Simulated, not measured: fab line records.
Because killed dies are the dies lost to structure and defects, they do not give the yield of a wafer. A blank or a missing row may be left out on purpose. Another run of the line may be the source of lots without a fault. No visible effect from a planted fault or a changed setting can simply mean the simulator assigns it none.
Chamber matching + flow nand_harc + NHARC_THIN_TSV_DEP_43 on pecvd-01: 3 sister chambers
The step deposits SiO2, target thk 1328.5 nm. 3 wafers are shown with their chamber, then 7 later ones without.

== WAFERS, EACH WITH ITS CHAMBER ==
| wafer  | chamber | throttle_valve_pct (%) |
|--------|---------|------------------------|
| L918.3 | 2       | 14.7                   |
| L931.4 | 1       | 16.6                   |
| L931.5 | 0       | 16.5                   |

== WAFERS WHOSE CHAMBER IS MISSING ==
| wafer  | throttle_valve_pct (%) |
|--------|------------------------|
| L931.6 | 14.7                   |
| L930.1 | 16.6                   |
| L930.3 | 14.6                   |
| L930.4 | 16.4                   |
| L932.1 | 16.3                   |
| L932.4 | 16.5                   |
| L932.6 | 14.7                   |

== THE CHAMBER EACH PASSED THROUGH ==
| wafer  | from the rows above     | in truth |
|--------|-------------------------|----------|
| L931.6 | 2                       | 2        |
| L930.1 | can't be placed: 1 or 0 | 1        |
| L930.3 | 2                       | 2        |
| L930.4 | can't be placed: 0 or 1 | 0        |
| L932.1 | can't be placed: 0 or 1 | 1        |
| L932.4 | can't be placed: 0 or 1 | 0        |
| L932.6 | 2                       | 2        |
Placed correctly: 3 of 7. Cannot be placed on the basis of these rows: 4; the candidates contain the true chamber in 4. 0 placed wrongly.
How it was worked out, from the rows above alone: a wafer's distance from a chamber is the root of the sum, over the readings, of the square of ((its reading less the chamber's mean) divided by the reading's scatter). If the next closest chamber is less than 2 further off than the closest, the wafer can't be placed; otherwise it belongs to the closest. The mean given for a chamber averages the wafers shown for that chamber. The scatter: root of mean squared gap, hidden wafer to nearest shown wafer, with one shown wafer a chamber.
